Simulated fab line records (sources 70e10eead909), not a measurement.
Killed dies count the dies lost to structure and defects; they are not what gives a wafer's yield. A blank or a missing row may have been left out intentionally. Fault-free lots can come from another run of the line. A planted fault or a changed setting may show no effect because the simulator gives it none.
8D (eight disciplines) problem report, filled in by code	flow nandHarc	the parts of the form that need people (team, actions taken, sign-off) are left out

## 1. WHAT IS WRONG
Mean of thkNm at NHARC_A_ONON_D2_THK_MEAS_11: 952 nm across 6 wafers in 2 lots; on wafers with no fault it is 1001 nm (standard deviation 7.8). Measured from the usual mean, that is -6.3 standard deviations.
The step: measures by ellipsometry.
The first sign was on wafer L262.1 at day 15 23:25, on filmMetro-02. The record has a number at this step for 42 wafers belonging to 14 lots. The rule behind "out" and "out of limits": a value lying over 4 standard deviations away from the usual mean. The rest of the wafers with a number are treated as sound.

## 2. WHAT IT IS; WHAT IT IS NOT
question	is	is not
which readings at this step	thkNm	-
which lots	L262, L264	L254, L255, L257, L263, L265, L270, L271, L272, L274, L275, L276, L277
which wafers of those lots	all that have a number	-
read on which gauges	filmMetro-02	filmMetro-01
when	from day 15 23:25	up to then (9 sound wafers); but 27 sound wafers of L263, L265, L270, L271, L272, L274, L275, L276, L277 came after

## 3. THE SUSPECTS, EACH WITH WHAT RULES IT OUT
Counting: any tool at a process step up to the reading is kept as a suspect provided that every lot that is out went through it and no sound lot did after the first of them.
- the gauge at NHARC_A_ONON_D2_THK_MEAS_11: kept. All the wafers that are out were read on filmMetro-02, and no step on other tools shows them out.
- pecvdOnon-04 at NHARC_A_ONON_D2_DEP_09 (target thk 1000 nm): ruled out as a lasting fault. Following L262 (day 15 22:55), the first lot on it that is out, the sound lots L271, L276 were run on it.
Left after counting: filmMetro-02 at NHARC_A_ONON_D2_THK_MEAS_11.

## 4. THE CAUSE (what the simulator had put in)
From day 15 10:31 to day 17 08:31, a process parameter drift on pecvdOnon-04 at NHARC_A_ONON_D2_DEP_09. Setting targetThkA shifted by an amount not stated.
It was ruled out by counting, in error; the rule expects a fault to strike all lots run on its tool from its start on, and this fault did not.

## 5. SEQUENCE OF EFFECTS, ordered by route
Each row: a reading where the mean over the struck wafers with a number is more than 3 standard deviations away from the usual. Only readings for which the record gives a usual standard deviation are gone through. hours: the time from each lot's start at the first step in this table that gives one to its start at this step, as a median over the lots. sigmas: the change in usual standard deviations.
hours	step	reading	usual	on struck wafers	change	sigmas
0	NHARC_A_ONON_D2_THK_MEAS_11	thkNm	1001 nm	952	-49	-6.3
Later measuring or inspecting steps at which every struck wafer that the step has a row for has a number for every such reading, and none has moved that far: NHARC_A_ONON_D2_THK_MEAS_18, NHARC_A_ONON_D2_THK_MEAS_21, NHARC_A_ONON_D2_THK_MEAS_24, NHARC_END_SORT_01.

## 6. WHAT WOULD HAVE CAUGHT IT SOONER
In this record the first reading out of limits at a measuring or inspecting step was taken at day 15 23:25, 13 hours after the fault began at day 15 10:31.
Of the tool readings at NHARC_A_ONON_D2_DEP_09 for which the record gives a usual standard deviation, none was out on any struck wafer, so an alarm limit of 4 standard deviations on them would not have fired.
